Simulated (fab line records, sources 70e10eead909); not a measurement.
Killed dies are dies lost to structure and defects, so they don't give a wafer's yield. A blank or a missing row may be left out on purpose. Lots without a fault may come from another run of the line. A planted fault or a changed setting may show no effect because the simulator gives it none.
A struck lot beside a sound one | flow nand_harc | 17 steps out of a route of 1159
Sound: wafers L233.3, L233.4, L233.5. Struck: wafers L239.2, L239.3, L239.4. The cause comes at the end.
At each step with rows: each side's tool, then ch and its chambers, then its first start. Under that, the readings that differ: sound wafers | struck wafers | difference of the means | sigmas: that difference in standard deviations of wafers without a fault.
alike: readings whose means differ by less than 2 such deviations, and words and numbers that are the same on both sides. not compared: withheld readings, readings that some wafer has no value for, bounds like >300 that may hide the same value, and numbers for which the record gives no deviation and whose values overlap.
The two part at a step that has a row with sigmas, a row that says differs or no value, or rows on one side only. Numbers that don't overlap but have no deviation are shown without sigmas and don't part them. A reading that every wafer of one side lacks parts them only if that side has two wafers or more.

NHARC_P_GATE_CD_MEAS_46: target cd 720 nm.
  sound on cd_sem-01 ch 0, day 5 16:22; struck on cd_sem-01 ch 0, day 7 08:18
  alike: cd_nm
then, 1 step without rows for these wafers: NHARC_P_GATE_HARDBAKE_47 (time 80 s).
NHARC_P_GATE_DESCUM_48: chemistry O2, time 3 s.
  sound on rie_diel-10 ch 0,2, day 5 16:32; struck on rie_diel-10 ch 0,1,3, day 7 08:35
  alike: drypump_motor_current_A, oes_product_au, rf_vpp_V, showerhead_plenum_p_Torr, throttle_valve_pct
  not compared: rf_hours_counter_h
then, 1 step without rows for these wafers: NHARC_P_GATE_IMPLANT_49.
NHARC_P_GATE_STRIP_111: strips in N2/H2, time 250 s.
  sound on plasma_asher-01 ch 0,1, day 5 17:00; struck on plasma_asher-01 ch 0,1, day 7 09:00
  alike: drypump_motor_current_A, heater_power_w
  not compared: rf_hours_counter_h
NHARC_P_GATE_STRIP_75: strips in O2.
  sound on plasma_asher-01 ch 0,1, day 5 17:13; struck on plasma_asher-01 ch 0,1, day 7 09:16
  alike: drypump_motor_current_A, heater_power_w
  not compared: rf_hours_counter_h
then, 6 steps without rows for these wafers: NHARC_P_GATE_STRIP_50 (strips in SPM, time 900 s); NHARC_P_GATE_DEHYDRATE_51 (time 120 s); NHARC_P_GATE_HMDS_52 (time 30 s); NHARC_P_GATE_COAT_53; NHARC_P_GATE_SOFTBAKE_54 (time 95 s); NHARC_P_GATE_EBR_55.
NHARC_P_GATE_EXPOSE_56: exposes mask P PSD, target cd 720 nm.
  sound on krf_scanner-03 ch 0, day 5 17:59; struck on krf_scanner-03 ch 0, day 7 09:55
  reading | sound                   | struck                  | difference | sigmas
  mask    | P_PSD#0 P_PSD#0 P_PSD#0 | P_NSD#0 P_NSD#0 P_NSD#0 | differs    |
then, 2 steps without rows for these wafers: NHARC_P_GATE_PEB_57 (peb time 85 s); NHARC_P_GATE_DEVELOP_58 (time 70 s).
NHARC_P_GATE_CD_MEAS_59: target cd 720 nm.
  sound on cd_sem-03 ch 0, day 5 18:08; struck on cd_sem-03 ch 0, day 7 10:04
  reading    | sound             | struck | difference                    | sigmas
  cd_nm (nm) | 719.6 717.9 719.4 | - - -  | no value on the struck wafers |
then, 1 step without rows for these wafers: NHARC_P_GATE_HARDBAKE_60 (time 80 s).

WHERE THEY PART
First at NHARC_P_GATE_EXPOSE_56; last, within this record, at NHARC_P_GATE_CD_MEAS_59.

WHY: what the simulator had put in
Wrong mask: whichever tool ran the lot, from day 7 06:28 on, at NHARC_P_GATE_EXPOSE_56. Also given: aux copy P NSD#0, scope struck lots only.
